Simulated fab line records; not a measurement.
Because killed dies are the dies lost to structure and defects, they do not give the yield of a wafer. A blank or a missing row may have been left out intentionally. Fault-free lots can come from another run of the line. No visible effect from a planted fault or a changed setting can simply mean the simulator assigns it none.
The tool behind it: which one? / flow nand-harc / 6 lots with 18 wafers sampled at 2 steps, on a route of 1159 steps

WHAT THE GAUGES SHOWED, per wafer
NHARC_A_SGD_CUT_THK_MEAS_22: measures by ellipsometry.
lot=L158; measured=day 14 06:01; on=film-metro-02; thk-nm (nm)=148.0 147.1 149.6
lot=L161; measured=day 16 07:11; on=film-metro-02; thk-nm (nm)=148.4 150.3 149.3
lot=L168; measured=day 17 03:49; on=film-metro-02; thk-nm (nm)=147.7 150.1 147.0
lot=L167; measured=day 17 18:39; on=film-metro-01; thk-nm (nm)=146.7 149.0 146.7
lot=L176; measured=day 19 11:58; on=film-metro-02; thk-nm (nm)=148.0 148.7 150.1
lot=L177; measured=day 19 16:44; on=film-metro-02; thk-nm (nm)=149.0 146.6 149.4

TOOL THAT RAN EACH LOT (tool first, then ch and the chambers of the sampled wafers, then the start)
lot=L158; NHARC_A_SGD_CUT_ETCH_15=rie-diel-09 ch 0,3, day 14 06:01 or earlier
lot=L161; NHARC_A_SGD_CUT_ETCH_15=rie-diel-06 ch 0,2, day 16 07:11 or earlier
lot=L168; NHARC_A_SGD_CUT_ETCH_15=rie-diel-02 ch 1,2,3, day 17 03:49 or earlier
lot=L167; NHARC_A_SGD_CUT_ETCH_15=rie-diel-06 ch 0,1,3, day 17 18:39 or earlier
lot=L176; NHARC_A_SGD_CUT_ETCH_15=rie-diel-06 ch 0,2,3, day 19 11:58 or earlier
lot=L177; NHARC_A_SGD_CUT_ETCH_15=rie-diel-09 ch 2,3, day 19 16:44 or earlier
- NHARC_A_SGD_CUT_ETCH_15: etches the open film in CH3F/O2, target depth 75 nm, time 64.3 s.

THE ANSWER, worked out from the rows above alone
Rule: the lots themselves supply what counts as usual. Put in order of their means at a reading, lots are off if they are a third of the lots or fewer, leave a main group of 4 or more, and stand apart from it by a gap of 3 or more times the standard deviation of the main group's means; of several such gaps the widest counts. Not used: any main group whose means are identical at the precision the tables above print for the reading. A lot without any number at a reading at which 4 lots or more have one is off too. Where the step has rows for the other lots, those lots are counted as sound.
Nothing can be told from this: no lot is off at any reading shown.

WHAT WAS PUT IN BY THE SIMULATOR
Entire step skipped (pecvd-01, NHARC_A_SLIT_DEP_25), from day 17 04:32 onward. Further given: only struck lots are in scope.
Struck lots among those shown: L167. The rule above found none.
